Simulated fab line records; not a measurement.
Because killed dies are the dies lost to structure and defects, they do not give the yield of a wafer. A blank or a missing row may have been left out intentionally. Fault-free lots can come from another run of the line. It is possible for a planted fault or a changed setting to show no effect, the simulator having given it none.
Which tool did it? / flow n5Finfet / at 1 step of a route of 1938, 12 lots with 36 wafers sampled

WHAT THE GAUGES READ, wafer by wafer
N5_START_INSPECT_01: inspects for defects (unpatterned scan).
lot=L075; measured=day 1 18:02; on=defectInspect-01; rawDefectCount=6 10 5
lot=L077; measured=day 2 06:02; on=defectInspect-02; rawDefectCount=7 7 1
lot=L079; measured=day 2 18:02; on=defectInspect-01; rawDefectCount=6 5 5
lot=L081; measured=day 3 06:02; on=defectInspect-01; rawDefectCount=4 2 4
lot=L083; measured=day 3 18:02; on=defectInspect-02; rawDefectCount=9 5 3
lot=L085; measured=day 4 06:02; on=defectInspect-01; rawDefectCount=3 8 6
lot=L087; measured=day 4 18:02; on=defectInspect-02; rawDefectCount=5 2 8
lot=L089; measured=day 5 06:02; on=defectInspect-02; rawDefectCount=5 10 3
lot=L091; measured=day 5 18:02; on=defectInspect-01; rawDefectCount=4 2 5
lot=L093; measured=day 6 06:02; on=defectInspect-01; rawDefectCount=8 3 9
lot=L095; measured=day 6 18:02; on=defectInspect-01; rawDefectCount=6 1 8
lot=L097; measured=day 7 06:02; on=defectInspect-01; rawDefectCount=3 10 6

WHICH TOOL RAN EACH LOT (tool, then ch and the chambers of the sampled wafers, then the start)
No process step before these readings appears in the record.

THE ANSWER, worked out from the rows above alone
Rule: what is usual is taken from the lots themselves. The widest of any qualifying gaps counts: lots, ordered by their means at a reading, are off when they make up no more than a third of the lots, leave a main group of 4 or more, and stand apart from it by 3 or more times the standard deviation of that group's means. A main group is skipped when, at the precision printed for the reading in the tables above, its means are all equal. A lot without any number at a reading at which 4 lots or more have one is off too. Where the step has rows for the other lots, those lots are counted as sound.
Nothing can be told from this: no lot is off at any reading shown.

WHAT HAD BEEN PUT IN BY THE SIMULATOR
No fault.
